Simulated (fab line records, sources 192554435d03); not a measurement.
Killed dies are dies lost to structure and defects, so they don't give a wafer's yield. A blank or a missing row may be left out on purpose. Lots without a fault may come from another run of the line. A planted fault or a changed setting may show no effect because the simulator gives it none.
fab line records | flow n5_finfet
record lots=6 wafers=18 last_day=18
route steps=1938 shown TV_OPEN@1889 PAD_METAL@1893 PASSIVATION@1897
lots that met no fault: from a run of the same line without faults
start_h: hours from the record's first day to the start of the lot's first wafer shown | wait_h: hours since the lot's step before | " the same as in the row above | L1.1+2: a row that stands for several wafers | - no value, or no start given | * or withheld: withheld | < > ~ a bound
route shown NAME@n: a module of which the file shows steps, and the number in the route of the first | usual: mean/standard deviation of fault-free wafers | same: alike in all rows | chamber/n: place in a boat | sites: the reading at each site | _std_site: their standard deviation | _edge_site: outer sites' mean less inner sites' | radius_mm: how far each site lies from the wafer's centre | mask NAME#n: copy n | behind: the tool/chamber that last shaped the wafer | hold: why the lot was held/for how many hours/how that ended | device: the transistor (n, p or np) that didn't switch | end of line: the same wafers' tests at the end of the route | a step without rows: its recipe alone | killed: dies lost to structure and defects at the first sort, not the wafer's yield | map: a wafer's dies, x killed, . not, _ none there
set.NAME: the setting as run; set.NAME@STEP: as run at that earlier step | model.NAME: the simulator's own value behind a step, which no gauge read
lots at some steps of the route; a table a step, a row a wafer
services: from which hour (start_h, from the record's first day; less than 0 if before it) a tool's chamber was out of use, for how many hours, and why
## steps
# step N5_PASSIVATION_STRIP_14
# recipe chemistry=O2 power_w=600 temp_c=60 pressure_mtorr=30 rf_frequency_hz=6e+07 bias_power_w=0 overash_fraction=0.5 o2_flow_sccm=225
# usual drypump_motor_current_A=5.7/0.45 oes_product_au=0.81/0.089 rf_vpp_V=3.6/0.86 showerhead_plenum_p_Torr=2.10/0.086 throttle_valve_pct=16.63/0.25
# same bias_power_w=0
# columns lot.wafer tool chamber start_h wait_h drypump_motor_current_A oes_product_au rf_hours_counter_h rf_vpp_V showerhead_plenum_p_Torr throttle_valve_pct
L493.2 rie_diel-04 0 279.03 0.1 5.3 0.73 206 3.0 2.17 16.88
L493.4 " 0 " " 5.3 0.72 - 4.1 2.17 16.89
L493.6 " 2 " " 5.8 0.81 - 5.2 2.14 16.65
L495.1 rie_diel-04 0 294.96 0.1 5.3 0.73 213 3.6 2.17 16.89
L495.2 " 3 " " 6.0 0.92 9 2.9 2.13 16.21
L495.4 " 2 " " 5.9 0.80 - 4.9 2.13 16.64
L507.1 rie_diel-06 2 371.37 0.1 4.8 0.84 71 3.4 2.20 16.52
L507.2 " 3 " " 6.1 0.87 37 2.8 2.06 16.58
L507.3 " 1 " " 5.5 0.72 186 3.3 1.90 16.56
L505.2 rie_diel-04 3 371.43 0.1 6.0 0.87 35 4.5 2.13 16.25
L505.3 " 1 " " 5.5 0.94 20 2.3 2.13 16.75
L505.6 " 3 " " 6.0 0.86 - 3.9 2.13 16.25
L509.2 rie_diel-06 1 375.81 0.1 5.5 0.72 188 4.1 1.90 16.51
L509.4 " 3 " " 6.2 0.86 - 2.5 2.06 16.58
L509.6 " 1 " " 5.5 0.72 - 2.5 1.90 16.54
L515.2 rie_diel-04 2 423.69 0.1 5.8 0.76 132 3.8 2.12 16.75
L515.4 " 2 " " 5.8 0.75 - 4.3 2.12 16.76
L515.6 " 1 " " 5.5 0.90 - 4.2 2.13 16.78
# step N5_PASSIVATION_ETCH_15
# recipe chemistry=CF4/N2 target=SiCN target_depth_a=750 taper_deg=2 time_s=81.2 ion_energy_ev=150 mask_material=SiNx pressure_mtorr=40 source_w=430 bias_w=70 Ar_flow_sccm=100 cf4_flow_sccm=60 n2_flow_sccm=60
# usual drypump_motor_current_A=5.7/0.45 oes_product_au=0.81/0.094 rf_vpp_V=382.3/2.3 showerhead_plenum_p_Torr=2.21/0.085 throttle_valve_pct=15.41/0.23
# columns lot.wafer tool chamber start_h wait_h drypump_motor_current_A oes_product_au rf_hours_counter_h rf_vpp_V showerhead_plenum_p_Torr throttle_valve_pct
L493.2 rie_diel-04 0 - - 5.3 0.73 206 385.4 2.27 15.57
L493.4 " 0 " " 5.4 0.72 - 384.9 2.27 15.57
L493.6 " 2 " " 5.9 0.81 - 381.4 2.23 15.30
L495.1 rie_diel-04 0 - - 5.3 0.72 213 382.4 2.27 15.58
L495.2 " 3 " " 6.0 0.92 9 383.1 2.26 15.06
L495.4 " 2 " " 5.9 0.80 - 383.5 2.22 15.32
L507.1 rie_diel-06 2 - - 4.8 0.83 71 383.0 2.33 15.38
L507.2 " 3 " " 6.2 0.89 37 382.7 2.15 15.18
L507.3 " 1 " " 5.5 0.72 186 376.6 2.03 15.43
L505.2 rie_diel-04 3 - - 6.0 0.86 35 384.2 2.25 15.10
L505.3 " 1 " " 5.4 0.95 20 382.8 2.25 15.49
L505.6 " 3 " " 6.0 0.86 - 383.1 2.25 15.13
L509.2 rie_diel-06 1 - - 5.5 0.72 188 376.7 2.03 15.44
L509.4 " 3 " " 6.1 0.89 - 381.7 2.15 15.21
L509.6 " 1 " " 5.5 0.72 - 377.2 2.03 15.44
L515.2 rie_diel-04 2 - - 5.9 0.76 132 381.9 2.21 15.40
L515.4 " 2 " " 5.9 0.76 - 382.3 2.21 15.40
L515.6 " 1 " " 5.4 0.93 - 383.8 2.24 15.52
# step N5_PASSIVATION_STRIP_73
# recipe chemistry=post_etch_residue_remover time_s=60 temp_c=25 remover_ph=withheld remover_water_wt_pct=withheld remover_fluoride_wt_pct=withheld
# step N5_PASSIVATION_SRD_17
# recipe time_s=30 temp_c=23 rinse_liquid=diw dry=n2_spin spin_rpm=1500 dry_time_s=30
# step N5_PASSIVATION_DEGAS_18
# recipe ambient=vacuum temp_c=300 time_s=60
# usual heater_power_w=466/54
# columns lot.wafer tool chamber start_h wait_h heater_power_w
L493.2 pvd_sputter-03 - 279.25 0.0 494
L493.4 " - " " 515
L493.6 " - " " 530
L495.1 pvd_sputter-02 - 297.02 1.9 427
L495.2 " - " " 510
L495.4 " - " " 452
L507.1 pvd_sputter-01 - 371.83 0.3 552
L507.2 " - " " 484
L507.3 " - " " 396
L505.2 pvd_sputter-03 - 371.89 0.3 533
L505.3 " - " " 482
L505.6 " - " " 488
L509.2 pvd_sputter-03 - 376.35 0.3 484
L509.4 " - " " 502
L509.6 " - " " 494
L515.2 pvd_sputter-02 - 424.47 0.6 370
L515.4 " - " " 502
L515.6 " - " " 362
# step N5_PASSIVATION_PRE_CLEAN_19
# recipe gas=H2/He time_s=* temp_c=*
# usual heater_power_w=465/53
# columns lot.wafer tool chamber start_h wait_h heater_power_w
L493.2 pvd_sputter-03 - 279.29 0.0 483
L493.4 " - " " 527
L493.6 " - " " 515
L495.1 pvd_sputter-02 - 297.06 0.0 430
L495.2 " - " " 512
L495.4 " - " " 450
L507.1 pvd_sputter-01 - 371.87 0.0 539
L507.2 " - " " 494
L507.3 " - " " 384
L505.2 pvd_sputter-03 - 371.93 0.0 513
L505.3 " - " " 480
L505.6 " - " " 479
L509.2 pvd_sputter-03 - 376.39 0.0 471
L509.4 " - " " 496
L509.6 " - " " 487
L515.2 pvd_sputter-02 - 424.51 0.0 374
L515.4 " - " " 510
L515.6 " - " " 379
# step N5_PASSIVATION_SPUTTER_20
# recipe material=TaN target_thk_a=500 temp_c=25 chamber_pressure_pa=0.4
# usual throttle_valve_pct=29.8/1.2
# columns lot.wafer tool chamber start_h wait_h throttle_valve_pct
L493.2 pvd_sputter-03 - 279.33 0.0 30.7
L493.4 " - " " 29.1
L493.6 " - " " 29.0
L495.1 pvd_sputter-02 - 297.10 0.0 29.6
L495.2 " - " " 31.0
L495.4 " - " " 31.4
L507.1 pvd_sputter-01 - 371.91 0.0 31.3
L507.2 " - " " 27.8
L507.3 " - " " 29.8
L505.2 pvd_sputter-03 - 371.97 0.0 29.1
L505.3 " - " " 28.1
L505.6 " - " " 28.1
L509.2 pvd_sputter-03 - 376.43 0.0 28.1
L509.4 " - " " 30.7
L509.6 " - " " 30.7
L515.2 pvd_sputter-02 - 424.55 0.0 28.4
L515.4 " - " " 31.2
L515.6 " - " " 28.2
# step N5_PASSIVATION_AL_DEP_21
# recipe material=Al target_thk_a=28000 temp_c=400 time_s=170 power_w=30000 chamber_pressure_pa=0.4 gas=Ar
# step N5_PASSIVATION_HMDS_23
# recipe time_s=60 temp_c=120
# step N5_PASSIVATION_COAT_24
# recipe spin_rpm=3000 resist_thk_nm=withheld
# step N5_PASSIVATION_EBR_26
# recipe solvent=PGMEA ebr_width_mm=1.5
# step N5_PASSIVATION_SOFTBAKE_25
# recipe temp_c=100 time_s=90
# step N5_PASSIVATION_EXPOSE_27
# recipe mask_id=PAD na=0.55 source_shape=conventional sigma_outer=0.8 polarization=unpolarized defocus_nm=0 dose_mj=32.3
# usual exposure_dose_mJ_cm2=32.30/0.033 reticle_temp_C=22.98/0.091 stage_vel_mm_s=499.98/0.26
# columns lot.wafer tool chamber start_h wait_h mask exposure_dose_mJ_cm2 reticle_temp_C stage_vel_mm_s
L493.2 krf_scanner-02 0 279.86 - PAD#0 32.28 22.95 500.07
L493.4 " 0 " " PAD#0 32.27 22.90 500.31
L493.6 " 0 " " PAD#0 32.25 23.05 500.33
L495.1 krf_scanner-01 0 297.50 - PAD#0 32.33 23.01 499.98
L495.2 " 0 " " PAD#0 32.32 23.02 499.62
L495.4 " 0 " " PAD#0 32.31 23.03 499.75
L507.1 krf_scanner-01 0 372.32 - PAD#0 30.49 22.92 499.79
L507.2 " 0 " " PAD#0 30.45 22.74 500.01
L507.3 " 0 " " PAD#0 30.43 22.76 499.79
L505.2 krf_scanner-01 0 372.37 - PAD#0 30.50 22.91 499.77
L505.3 " 0 " " PAD#0 30.52 22.89 500.09
L505.6 " 0 " " PAD#0 30.48 22.77 499.89
L509.2 krf_scanner-02 0 376.95 - PAD#0 32.28 22.82 499.65
L509.4 " 0 " " PAD#0 32.27 22.81 499.64
L509.6 " 0 " " PAD#0 32.27 22.94 500.01
L515.2 krf_scanner-02 0 425.08 - PAD#0 32.32 23.15 499.98
L515.4 " 0 " " PAD#0 32.29 22.95 500.07
L515.6 " 0 " " PAD#0 32.29 22.97 499.81
# step N5_PASSIVATION_PEB_28
# recipe peb_temp_c=withheld peb_time_s=*
# step N5_PASSIVATION_DEVELOP_29
# recipe develop_time_s=60 rinse_liquid=diw dry=air_spin dev_temp_c=21
# step N5_PASSIVATION_HARDBAKE_31
# recipe temp_c=130 time_s=120
# step N5_PASSIVATION_CD_MEAS_30
# recipe target_cd_nm=4000 landing_energy_ev=500 detector=se_inlens polarity=opening
# usual cd_nm=3999.6/1.7
# columns lot.wafer tool chamber start_h wait_h cd_nm
L493.2 cd_sem-03 0 280.03 - 3999.2
L493.4 " 0 " " 4001.3
L493.6 " 0 " " 4001.4
L495.1 cd_sem-02 0 297.67 - 3999.4
L495.2 " 0 " " 4001.3
L495.4 " 0 " " 4001.3
L507.1 cd_sem-02 0 372.50 - 3989.3
L507.2 " 0 " " 3993.0
L507.3 " 0 " " 3989.2
L505.2 cd_sem-03 0 372.54 - 3989.9
L505.3 " 0 " " 3988.0
L505.6 " 0 " " 3988.4
L509.2 cd_sem-02 0 377.13 - 4001.3
L509.4 " 0 " " 3999.0
L509.6 " 0 " " 4000.8
L515.2 cd_sem-01 0 425.25 - 4000.4
L515.4 " 0 " " 3998.8
L515.6 " 0 " " 3997.3
# step N5_PASSIVATION_OVL_MEAS_63
# recipe points_per_wafer=44
# usual PAD_OVL=-3/6
# columns lot.wafer tool chamber start_h wait_h PAD_OVL[nm]
L493.2 overlay-01 0 280.06 0.0 3
L493.4 " 0 " " 0
L493.6 " 0 " " -3
L495.1 overlay-01 0 297.70 0.0 -14
L495.2 " 0 " " -5
L495.4 " 0 " " -4
L507.1 overlay-01 0 372.53 0.0 0
L507.2 " 0 " " 8
L507.3 " 0 " " -4
L505.2 overlay-01 0 372.57 0.0 -3
L505.3 " 0 " " 7
L505.6 " 0 " " -8
L509.2 overlay-01 0 377.16 0.0 -4
L509.4 " 0 " " -13
L509.6 " 0 " " -10
L515.2 overlay-02 0 425.28 0.0 -2
L515.4 " 0 " " -3
L515.6 " 0 " " -8
# step N5_PASSIVATION_PROBE_49
# usual defect_limited_yield=91.3/1.3 killed_at_M0_to_M3=35/9.3 killed_at_M4_up=14/5.2 killed_at_contacts=12/5.9 killed_at_front_end=38/11 killed_at_other=4/3.7 killed_dies=103/15 killed_open=67/12 killed_short=34/8 sort_bin_5_function=5.1/0.88 sort_bin_6_memory=3.3/0.65 sort_bin_8_speed=0.00/0.03 sort_n_pass=1077/15 sort_yield_pct=91.3/1.3
# same gross_dies=1180 killed_at_back_side=0 sort_bin_4_leakage[%]=0
# columns lot.wafer tool chamber start_h wait_h defect_limited_yield[%] killed_at_M0_to_M3 killed_at_M4_up killed_at_contacts killed_at_front_end killed_at_other killed_dies killed_open killed_short sort_bin_5_function[%] sort_bin_6_memory[%] sort_bin_8_speed[%] sort_n_pass sort_yield_pct[%]
L493.2 prober-01 - 285.46 0.5 90.8 42 15 7 44 1 109 71 37 5.9 2.7 0 1071 90.8
L493.4 prober-01 - 285.56 0.6 92.7 39 10 14 19 4 86 55 30 4.2 2.9 0 1094 92.7
L493.6 prober-01 - 285.66 0.7 90.3 60 8 12 32 2 114 67 45 5.8 3.6 0 1066 90.3
L505.2 prober-01 - 380.65 0.1 92.8 28 5 2 47 3 85 66 19 3.6 3.4 0 1095 92.8
L505.3 prober-01 - 380.70 0.1 90.6 41 12 8 48 2 111 75 36 5.5 3.5 0 1069 90.6
L505.6 prober-01 - 380.85 0.3 89.8 39 13 5 60 3 120 87 33 5.0 4.8 0 1060 89.8
L507.1 prober-02 - 380.90 0.3 90.6 43 19 7 40 2 111 72 36 5.8 3.4 0 1069 90.6
L507.2 prober-02 - 380.95 0.4 92.5 33 11 8 35 2 89 60 28 4.2 3.2 0 1091 92.5
L507.3 prober-02 - 381.00 0.4 92.6 32 16 3 32 4 87 65 20 4.1 3.3 0 1093 92.6
L515.2 prober-02 - 430.80 0.1 92.1 51 19 9 14 0 93 71 22 5.3 2.5 0 1087 92.1
L515.4 prober-02 - 430.90 0.2 91.2 39 26 10 25 4 104 69 35 5.7 3.1 0 1076 91.2
L515.6 prober-02 - 431.00 0.3 91.3 40 23 8 32 0 103 61 39 4.9 3.4 0 1077 91.3
# killed by level:class
L493.2 BEOL_M3:geometric_particle:open=15 FIN_SAQP:geometric_particle:short=11 FIN_SAQP:geometric_particle:open=10 BEOL_M0_SAQP:geometric_particle:short=10 BEOL_M0_SAQP:geometric_particle:open=8 STI_FIN_REVEAL:geometric_particle:open=6 MOL_CONTACT_COAG:geometric_particle:open=6 STARTING-WAFER:geometric_particle:open=5
L493.4 BEOL_M3:geometric_particle:open=15 MOL_CONTACT_COAG:geometric_particle:open=12 BEOL_M0_SAQP:geometric_particle:open=11 BEOL_M0_SAQP:geometric_particle:short=8 FIN_SAQP:geometric_particle:open=5 FIN_SAQP:geometric_particle:short=4 GATE_CUT:geometric_particle:short=3 STI_FIN_REVEAL:geometric_particle:open=2
L493.6 BEOL_M0_SAQP:geometric_particle:open=20 BEOL_M0_SAQP:geometric_particle:short=18 BEOL_M3:geometric_particle:open=12 MOL_CONTACT_COAG:geometric_particle:open=8 GATE_CUT:geometric_particle:short=6 STI_FIN_REVEAL:geometric_particle:open=5 FIN_SAQP:geometric_particle:open=4 FIN_SAQP:geometric_particle:short=4
L505.2 STI_FIN_REVEAL:geometric_particle:open=12 DUMMY_GATE:geometric_particle:open=11 FIN_SAQP:geometric_particle:open=9 BEOL_M3:geometric_particle:open=8 BEOL_M2:geometric_particle:open=6 BEOL_M1:geometric_particle:open=4 ILD0:geometric_particle:open=3 GATE_CUT:geometric_particle:short=3
L505.3 BEOL_M2:geometric_particle:open=13 STI_FIN_REVEAL:geometric_particle:open=11 BEOL_M0_SAQP:geometric_particle:short=11 FIN_SAQP:geometric_particle:open=8 MOL_CONTACT_COAG:geometric_particle:open=7 BEOL_M1:geometric_particle:open=7 FIN_SAQP:geometric_particle:short=6 BEOL_M0_SAQP:geometric_particle:open=6
L505.6 STI_FIN_REVEAL:geometric_particle:open=21 BEOL_M3:geometric_particle:open=16 BEOL_M2:geometric_particle:open=11 BEOL_M4:geometric_particle:open=8 FIN_SAQP:geometric_particle:short=7 FIN_SAQP:geometric_particle:open=6 DUMMY_GATE:geometric_particle:open=6 MOL_CONTACT_COAG:geometric_particle:open=5
L507.1 STI_FIN_REVEAL:geometric_particle:open=11 BEOL_M3:geometric_particle:open=9 DUMMY_GATE:geometric_particle:open=8 BEOL_M2:geometric_particle:open=8 BEOL_M0_SAQP:geometric_particle:short=7 BEOL_M1:geometric_particle:open=7 FIN_SAQP:geometric_particle:open=6 BEOL_M4:geometric_particle:short=6
L507.2 BEOL_M3:geometric_particle:open=10 STI_FIN_REVEAL:geometric_particle:open=7 MOL_CONTACT_COAG:geometric_particle:open=6 BEOL_M1:geometric_particle:open=6 DUMMY_GATE:geometric_particle:open=5 BEOL_M2:geometric_particle:open=5 FIN_SAQP:geometric_particle:short=4 FIN_SAQP:geometric_particle:open=4
L507.3 BEOL_M3:geometric_particle:open=11 BEOL_M1:geometric_particle:open=8 FIN_SAQP:geometric_particle:short=6 FIN_SAQP:geometric_particle:open=6 DUMMY_GATE:geometric_particle:open=6 STI_FIN_REVEAL:geometric_particle:open=6 BEOL_M5:geometric_particle:open=5 BEOL_M4:geometric_particle:open=4
L515.2 BEOL_M3:geometric_particle:open=18 BEOL_M2:geometric_particle:open=13 MOL_CONTACT_COAG:geometric_particle:open=9 BEOL_M4:geometric_particle:open=7 BEOL_M1:geometric_particle:open=5 BEOL_M0_SAQP:geometric_particle:open=4 BEOL_M4:geometric_particle:short=4 STARTING-WAFER:geometric_particle:open=4
L515.4 STI_FIN_REVEAL:geometric_particle:open=10 BEOL_M1:geometric_particle:open=10 BEOL_M0_SAQP:geometric_particle:short=7 MOL_CONTACT_COAG:geometric_particle:open=7 BEOL_M2:geometric_particle:short=6 BEOL_M4:geometric_particle:open=6 BEOL_M7:geometric_particle:open=6 BEOL_M0_SAQP:geometric_particle:open=5
L515.6 BEOL_M4:geometric_particle:open=12 BEOL_M2:geometric_particle:open=8 BEOL_M0_SAQP:geometric_particle:short=8 BEOL_M3:geometric_particle:open=7 MOL_CONTACT_COAG:geometric_particle:open=6 STI_FIN_REVEAL:geometric_particle:short=5 BEOL_M3:geometric_particle:short=5 FIN_SAQP:geometric_particle:open=4
## services
# columns tool chamber start_h hours kind
krf_scanner-01 - 273.01 4.0 pm
rie_diel-04 1 273.24 - clean
rie_diel-04 1 273.24 - consumable_replace:focus_ring
rie_diel-04 1 273.24 28.3 scheduled_down
rie_diel-04 1 273.24 28.3 vent_cycle
krf_scanner-01 - 279.73 1.3 pm
rie_diel-06 0 287.07 4.0 repair
krf_scanner-02 - 311.07 4.0 pm
krf_scanner-01 - 314.06 2.6 repair
pvd_sputter-01 - 351.60 5.5 repair
rie_diel-04 1 357.76 5.1 repair
krf_scanner-02 - 359.60 1.0 pm
krf_scanner-02 - 368.55 1.3 pm
krf_scanner-02 - 369.85 3.6 pm
krf_scanner-02 - 379.76 4.4 pm
rie_diel-06 2 387.16 5.1 repair
krf_scanner-01 - 389.21 0.8 pm
rie_diel-06 1 390.05 9.0 repair
rie_diel-04 0 409.37 - clean
rie_diel-04 0 409.37 - consumable_replace:focus_ring
rie_diel-04 0 409.37 18.5 scheduled_down
krf_scanner-02 - 416.11 0.8 pm
krf_scanner-01 - 419.84 1.0 pm
krf_scanner-02 - 423.97 0.3 repair
## key
first_sign step=N5_PASSIVATION_EXPOSE_27 reading=exposure_dose_mJ_cm2 direction=down sigmas=56 usual=32.30 struck=30.48
effect step=N5_PASSIVATION_CD_MEAS_30 reading=cd_nm direction=down sigmas=5.7 usual=3999.6 struck=3989.6
met_at N5_PASSIVATION_EXPOSE_27
struck_wafers L505.2,L505.3,L505.6,L507.1,L507.2,L507.3
onset_between 297.50 372.32
fault kind=process_parameter_drift tool=krf_scanner-01 chamber=- onset_h=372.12 steps=N5_PASSIVATION_EXPOSE_27 channel=dose_mj offset=-1.8438 shape=step acts_in=these_recipes_only stated=32.3
